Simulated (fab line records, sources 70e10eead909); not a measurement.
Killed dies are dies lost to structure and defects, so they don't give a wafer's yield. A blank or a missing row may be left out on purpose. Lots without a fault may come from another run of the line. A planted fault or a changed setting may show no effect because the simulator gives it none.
fab line records | flow nand_harc
record lots=6 wafers=18 last_day=33
route steps=1302 shown A_SLIT@945 A_SIN_REMOVE@947 A_WL_FILL@952 END@1302
lots that met no fault: from a run of the same line without faults
start_h: hours from the record's first day to the start of the lot's first wafer shown | wait_h: hours since the lot's step before | " the same as in the row above | L1.1+2: a row that stands for several wafers | - no value, or no start given | * or withheld: withheld | < > ~ a bound
route shown NAME@n: a module of which the file shows steps, and the number in the route of the first | usual: mean/standard deviation of fault-free wafers | same: alike in all rows | chamber/n: place in a boat | sites: the reading at each site | _std_site: their standard deviation | _edge_site: outer sites' mean less inner sites' | radius_mm: how far each site lies from the wafer's centre | mask NAME#n: copy n | behind: the tool/chamber that last shaped the wafer | hold: why the lot was held/for how many hours/how that ended | device: the transistor (n, p or np) that didn't switch | end of line: the same wafers' tests at the end of the route | a step without rows: its recipe alone | killed: dies lost to structure and defects at the first sort, not the wafer's yield | map: a wafer's dies, x killed, . not, _ none there
set.NAME: the setting as run; set.NAME@STEP: as run at that earlier step | model.NAME: the simulator's own value behind a step, which no gauge read
lots at some steps of the route; a table a step, a row a wafer
services: from which hour (start_h, from the record's first day; less than 0 if before it) a tool's chamber was out of use, for how many hours, and why
## steps
# step NHARC_A_SLIT_SRD_20
# step NHARC_A_SLIT_CD_MEAS_21
# usual cd_nm=289.4/0.92
# columns lot.wafer tool chamber start_h wait_h cd_nm
L771.1 cd_sem-03 - 487.96 - 289.4
L771.4 " - " " 289.2
L771.6 " - " " 290.5
L776.1 cd_sem-03 - 544.24 - 290.1
L776.4 " - " " 287.8
L776.6 " - " " 289.7
L781.2 cd_sem-02 - 606.33 0.1 288.1
L781.4 " - " " 289.2
L781.5 " - " " 289.3
L782.1 cd_sem-01 - 616.85 - 288.2
L782.2 " - " " 289.1
L782.3 " - " " 289.4
L788.1 cd_sem-03 - 651.00 - 289.6
L788.5 " - " " 289.7
L788.6 " - " " 289.3
L789.3 cd_sem-01 - 675.23 - 289.1
L789.4 " - " " 289.5
L789.6 " - " " 290.2
# step NHARC_A_SIN_REMOVE_WET_00
# recipe temp_c=160 time_s=15300 chemistry=H3PO4
# step NHARC_A_SIN_REMOVE_PRECLEAN_01
# recipe time_s=* temp_c=50 bath_age_min=0 chemistry=SC1
# step NHARC_A_SIN_REMOVE_SRD_02
# step NHARC_A_SIN_REMOVE_INSPECT_04
# usual raw_defect_count=389/86
# columns lot.wafer tool chamber start_h wait_h raw_defect_count
L771.1 defect_inspect-02 - 494.07 0.0 316
L771.4 " - " " 337
L771.6 " - " " 316
L776.1 defect_inspect-02 - 550.96 0.0 431
L776.4 " - " " 435
L776.6 " - " " 468
L781.2 defect_inspect-02 - 612.87 0.0 629
L781.4 " - " " 322
L781.5 " - " " 308
L782.1 defect_inspect-02 - 623.52 0.0 416
L782.2 " - " " 369
L782.3 " - " " 394
L788.1 defect_inspect-02 - 657.29 0.0 334
L788.5 " - " " 397
L788.6 " - " " 283
L789.3 defect_inspect-02 - 681.83 0.0 285
L789.4 " - " " 344
L789.6 " - " " 294
# step NHARC_A_WL_FILL_ALD_00
# recipe target_thk_a=30 pulse_time_s=3 ald_cycles=30 temp_c=300 material=Al2O3
# usual heater_power_w=463/44 precursor_pulse_height_rel=0.997/0.019 susceptor_temp_C=299.97/0.22
# columns lot.wafer tool chamber start_h wait_h heater_power_w precursor_pulse_height_rel susceptor_temp_C
L771.4 ald_hk-01 3 494.33 0.2 506 1.025 -
L771.1 " 0 " " 431 0.989 -
L771.6 " 3 " " 499 0.999 -
L776.1 ald_hk-01 3 551.06 0.1 508 0.968 -
L776.4 " 0 " " 430 1.011 -
L776.6 " 2 " " 530 1.007 -
L781.4 ald_hk-01 3 612.96 0.1 509 1.033 299.99
L781.2 " 0 " " 437 1.000 299.95
L781.5 " 2 " " 547 0.999 300.02
L782.3 ald_hk-04 0 623.61 0.1 486 0.993 300.35
L782.2 " 1 " " 470 0.967 300.10
L782.1 " 2 " " 395 1.002 299.77
L788.1 ald_hk-02 2 657.52 0.2 494 1.022 300.17
L788.5 " 3 " " 485 0.991 299.85
L788.6 " 0 " " 451 0.997 299.91
L789.4 ald_hk-02 1 681.95 0.1 419 0.980 299.95
L789.3 " 2 " " 498 0.955 300.05
L789.6 " 0 " " 467 0.995 300.28
# step NHARC_A_WL_FILL_RTA_01
# recipe temp_c=1000 time_s=5
# usual lamp_power_pct=27.9/1.7 lamp_zone_2_pct=27.9/1.7 lamp_zone_5_pct=27.9/1.7 wafer_temp_C_max=1003.0/0.77
# columns lot.wafer tool chamber start_h wait_h lamp_power_pct lamp_zone_2_pct lamp_zone_5_pct wafer_temp_C_max
L771.1 rtp_anneal-01 0 494.56 - 26.5 26.5 26.5 1002.4
L771.4 " 0 " " 26.5 26.4 26.5 1003.2
L771.6 " 0 " " 26.5 26.5 26.5 1002.5
L776.1 rtp_anneal-01 0 551.29 - 26.5 26.5 26.5 1002.9
L776.4 " 0 " " 26.5 26.5 26.5 1003.0
L776.6 " 0 " " 26.5 26.5 26.5 1003.4
L781.2 rtp_anneal-02 0 613.23 - 29.8 29.9 29.8 1005.2
L781.4 " 0 " " 29.9 29.8 29.9 1004.0
L781.5 " 0 " " 29.8 29.8 29.9 1002.9
L782.1 rtp_anneal-01 0 623.85 - 26.5 26.5 26.5 1002.9
L782.2 " 0 " " 26.5 26.5 26.5 1001.9
L782.3 " 0 " " 26.5 26.5 26.6 1003.4
L788.1 rtp_anneal-01 0 657.80 - 26.5 26.5 26.6 1002.5
L788.5 " 0 " " 26.5 26.5 26.5 1003.7
L788.6 " 0 " " 26.5 26.5 26.5 1002.6
L789.3 rtp_anneal-02 0 682.22 - 29.9 29.9 29.8 1003.8
L789.4 " 0 " " 29.9 29.9 29.8 1003.3
L789.6 " 0 " " 29.9 29.9 29.8 1003.8
# step NHARC_A_WL_FILL_ALD_02
# recipe target_thk_a=20 pulse_time_s=3 ald_cycles=100 temp_c=450 material=TiN
# usual heater_power_w=1073/110 precursor_pulse_height_rel=0.998/0.02 susceptor_temp_C=449.96/0.24
# columns lot.wafer tool chamber start_h wait_h heater_power_w precursor_pulse_height_rel susceptor_temp_C
L771.1 ald_metal-04 0 494.78 0.2 1037 1.019 449.57
L771.4 " 2 " " 1151 0.979 449.57
L771.6 " 1 " " 918 1.022 450.17
L776.4 ald_metal-02 1 551.55 0.1 1070 0.999 449.46
L776.1 " 2 " " 916 0.973 449.75
L776.6 " 1 " " 1085 1.016 449.36
L781.2 ald_metal-04 2 613.41 0.2 1155 0.976 450.37
L781.4 " 0 " " 1080 1.035 450.01
L781.5 " 2 " " 1116 0.994 450.14
L782.1 ald_metal-04 2 624.11 0.2 1172 1.001 450.37
L782.2 " 3 " " 890 1.012 449.86
L782.3 " 0 " " 1066 0.992 450.29
L788.1 ald_metal-02 3 658.05 0.2 1072 0.990 449.85
L788.5 " 2 " " 859 1.002 449.78
L788.6 " 3 " " 1087 1.001 449.92
L789.3 ald_metal-04 0 682.41 0.2 1047 0.973 449.72
L789.4 " 2 " " 1161 1.010 450.03
L789.6 " 3 " " 973 1.001 449.92
# step NHARC_A_WL_FILL_CVD_03
# recipe target_thk_a=400 temp_c=300 pressure_torr=40 wf6_flow_sccm=40 h2_flow_sccm=1600 ar_flow_sccm=1560 time_s=279 material=W
# usual heater_power_w=492/31 mfc_wf6_sccm=39.99/0.12 susceptor_temp_C=300.00/0.17 throttle_valve_pct=7.9/0.53
# columns lot.wafer tool chamber start_h wait_h heater_power_w mfc_wf6_sccm susceptor_temp_C throttle_valve_pct
L771.1 cvd_w-02 1 495.22 0.1 531 40.05 - 7.1
L771.4 " 0 " " 474 40.05 - 7.6
L771.6 " 1 " " 541 39.91 - 7.1
L776.1 cvd_w-02 1 552.20 0.3 555 39.93 300.14 7.2
L776.4 " 1 " " 532 40.01 299.64 7.1
L776.6 " 0 " " 476 39.83 300.27 7.7
L781.2 cvd_w-02 0 613.85 0.1 481 39.68 300.17 8.2
L781.4 " 1 " " 540 39.93 300.05 7.2
L781.5 " 0 " " 479 40.01 299.87 7.8
L782.1 cvd_w-01 1 624.50 0.1 480 40.01 - 9.0
L782.2 " 0 " " 492 40.12 - 8.1
L782.3 " 1 " " 441 39.98 - 8.7
L788.1 cvd_w-02 1 658.45 0.1 540 39.89 299.89 7.1
L788.5 " 1 " " 539 40.17 299.98 7.3
L788.6 " 0 " " 442 40.13 300.30 7.6
L789.3 cvd_w-02 0 682.91 0.2 438 39.97 - 7.4
L789.4 " 1 " " 545 39.96 - 7.0
L789.6 " 0 " " 446 40.03 - 7.5
# step NHARC_A_WL_FILL_ETCHBACK_04
# recipe target_depth_a=600 time_s=120 chemistry=NF3
# usual drypump_motor_current_A=5.9/0.45 oes_product_au=1.005/0.014 run_length_s=141.3/0.4
# columns lot.wafer tool chamber start_h wait_h drypump_motor_current_A oes_product_au rf_hours_counter_h run_length_s
L771.1 rie_metal-03 0 495.59 0.3 5.8 0.995 2.9 140.5
L771.4 " 0 " " 5.8 1.008 - 140.5
L771.6 " 1 " " 6.2 0.990 - 141.8
L776.1 rie_metal-02 0 552.52 0.3 6.3 1.012 1.2 141.8
L776.4 " 1 " " 5.6 1.009 - 141.5
L776.6 " 1 " " 5.6 0.996 - 141.7
L781.2 rie_metal-02 0 614.23 0.3 6.3 1.021 2.1 141.4
L781.4 " 1 " " 5.6 0.998 - 106.3
L781.5 " 1 " " 5.6 1.000 - 106.4
L782.2 rie_metal-02 0 624.90 0.3 6.4 1.022 2.4 141.5
L782.1 " 1 " " 5.6 0.990 2.9 106.1
L782.3 " 0 " " 6.3 1.024 - 141.4
L788.1 rie_metal-01 0 658.83 0.3 5.1 1.020 1.2 141.4
L788.5 " 0 " " 5.1 1.014 - 141.2
L788.6 " 1 " " 6.4 1.008 - 142.1
L789.3 rie_metal-01 0 683.25 0.3 5.1 0.996 - 141.3
L789.4 " 1 " " 6.3 0.993 - 141.5
L789.6 " 1 " " 6.3 1.001 - 141.5
# step NHARC_A_WL_FILL_ETCHBACK_05
# recipe target_depth_a=220 time_s=60 temp_c=40 chemistry=Cl2/BCl3
# usual drypump_motor_current_A=5.9/0.45 oes_product_au=1.004/0.013 run_length_s=81.3/0.41
# columns lot.wafer tool chamber start_h wait_h drypump_motor_current_A oes_product_au rf_hours_counter_h run_length_s
L771.1 rie_metal-03 1 495.84 0.2 6.1 0.989 2.6 81.1
L771.4 " 1 " " 6.1 0.992 - 81.2
L771.6 " 0 " " 5.7 1.010 - 80.7
L776.1 rie_metal-02 0 552.76 0.2 6.3 1.004 1.4 81.3
L776.4 " 1 " " 5.6 1.002 - 81.8
L776.6 " 0 " " 6.3 1.001 - 81.3
L781.2 rie_metal-02 0 614.48 0.2 6.3 1.007 2.2 81.2
L781.4 " 0 " " 6.3 1.008 - 81.1
L781.5 " 0 " " 6.3 1.003 - 81.2
L782.1 rie_metal-02 1 625.14 0.2 5.5 0.986 3.0 81.5
L782.2 " 0 " " 6.3 1.018 2.5 81.1
L782.3 " 0 " " 6.4 1.018 - 81.5
L788.1 rie_metal-01 1 659.07 0.2 6.3 0.998 1.3 81.3
L788.6 " 1 " " 6.3 0.992 - 82.1
L788.5 " 0 " " 5.1 1.018 - 81.3
L789.4 rie_metal-01 1 683.44 0.1 6.3 1.007 - 81.2
L789.3 " 0 " " 5.1 1.005 - 81.4
L789.6 " 1 " " 6.3 1.003 - 81.4
# step NHARC_END_SORT_01
# recipe temp_c=25
# usual killed_at_array=56/17 killed_at_other=0.9/1.2 killed_at_periphery=3.9/2.5 killed_dies=61/17 killed_open=3.2/1.8 killed_short=2.7/1.7
# same gross_dies=677
# columns lot.wafer tool chamber start_h wait_h killed_at_array killed_at_other killed_at_periphery killed_dies killed_open killed_short
L781.2 prober-02 0 711.39 2.8 52 0 4 56 5 2
L781.4 prober-02 0 712.97 3.4 55 0 2 57 1 1
L781.5 prober-02 0 713.76 3.7 54 0 3 57 1 5
L782.1 prober-01 0 739.19 2.5 84 0 3 87 2 2
L782.2 prober-01 0 739.99 2.8 69 2 3 74 3 6
L782.3 prober-01 0 740.80 3.1 57 1 5 63 2 4
# killed by level:class
L781.2 A_CHANNEL_HOLE_D2:chamber_film_flake=22 A_SLIT:chamber_film_flake=15 A_CHANNEL_HOLE_D1:chamber_film_flake=5 P_STI:chamber_film_flake=3 A_M1:geometric_particle:open=2 A_CONTACT:chamber_film_flake=2 A_CHANNEL_FILL_D1:geometric_particle:open=1 A_CHANNEL_FILL_D2:geometric_particle:short=1
L781.4 A_SLIT:chamber_film_flake=26 A_CHANNEL_HOLE_D2:chamber_film_flake=16 A_CHANNEL_HOLE_D1:chamber_film_flake=4 A_ZERO_WELL:chamber_film_flake=2 A_CONTACT:chamber_film_flake=2 A_WL_FILL:area_etchback=2 A_WL_FILL:geometric_particle:short=1 A_CONTACT:geometric_particle:open=1
L781.5 A_SLIT:chamber_film_flake=19 A_CHANNEL_HOLE_D2:chamber_film_flake=14 A_CHANNEL_HOLE_D1:chamber_film_flake=5 A_CONTACT:chamber_film_flake=4 A_WL_FILL:area_etchback=4 A_WL_FILL:chamber_film_flake=2 P_CONTACT:geometric_particle:short=1 A_DECK1_JOINT:geometric_particle:short=1
L782.1 A_SLIT:chamber_film_flake=35 A_CHANNEL_HOLE_D1:chamber_film_flake=31 A_CONTACT:chamber_film_flake=5 P_GATE:chamber_film_flake=3 A_STAIRCASE:chamber_film_flake=3 A_CHANNEL_FILL_D1:geometric_particle:open=2 A_ZERO_WELL:chamber_film_flake=2 A_CHANNEL_FILL_D1:geometric_particle:short=1
L782.2 A_CHANNEL_HOLE_D1:chamber_film_flake=32 A_SLIT:chamber_film_flake=17 A_CONTACT:chamber_film_flake=7 A_WL_FILL:chamber_film_flake=5 P_M0:geometric_particle:open=2 A_WL_FILL:geometric_particle:short=2 THIN_TSV:chamber_film_flake=2 P_CONTACT:geometric_particle:short=1
L782.3 A_CHANNEL_HOLE_D1:chamber_film_flake=28 A_SLIT:chamber_film_flake=18 A_WL_FILL:chamber_film_flake=3 P_M0:geometric_particle:short=2 P_GATE:chamber_film_flake=2 A_CONTACT:chamber_film_flake=2 A_M0:chamber_film_flake=2 P_M2:geometric_particle:open=1
## services
# columns tool chamber start_h hours kind
ald_metal-04 - 474.00 10.0 pm
ald_hk-01 - 476.10 10.0 pm
rie_metal-02 0 479.37 5.5 repair
cvd_w-01 - 486.14 4.2 repair
ald_metal-02 - 497.71 1.3 repair
cvd_w-02 1 514.51 5.5 repair
rie_metal-03 - 519.00 9.0 pm
cvd_w-01 1 545.08 23.6 repair
cvd_w-01 - 548.41 13.0 pm
rie_metal-01 - 575.00 9.0 pm
cvd_w-02 - 580.41 0.4 repair
ald_hk-01 - 602.69 1.0 repair
ald_metal-02 - 610.00 10.0 pm
ald_hk-04 - 612.52 10.0 pm
rie_metal-02 - 631.00 9.0 pm
rie_metal-02 0 631.00 9.0 vent_cycle
rie_metal-02 1 631.00 9.0 vent_cycle
cvd_w-02 - 631.14 13.0 pm
ald_metal-02 - 632.39 1.1 repair
rie_metal-02 0 640.00 - clean
rie_metal-02 1 640.00 - clean
ald_metal-04 - 652.00 10.0 pm
ald_hk-01 - 657.58 10.0 pm
ald_hk-01 - 679.92 0.7 repair
## key
first_sign step=NHARC_A_WL_FILL_ETCHBACK_04 reading=run_length_s direction=down sigmas=88 usual=* struck=*
effect none on later readings
met_at NHARC_A_WL_FILL_ETCHBACK_04
struck_wafers L781.4,L781.5,L782.1
tester_left_out L781,L782
onset_between 552.52 614.23
fault kind=process_parameter_drift tool=rie_metal-02 chamber=1 onset_h=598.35 steps=NHARC_A_WL_FILL_ETCHBACK_04 channel=time_s offset=* shape=step end_h=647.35 acts_in=* stated=*
# tester_left_out: of these lots the tester's yield and bins aren't shown, on N5 and GAA mostly nor the transistor test; their killed dies are dies lost to structure and defects alone, not to doping, threshold or leakage, so they don't give the yield
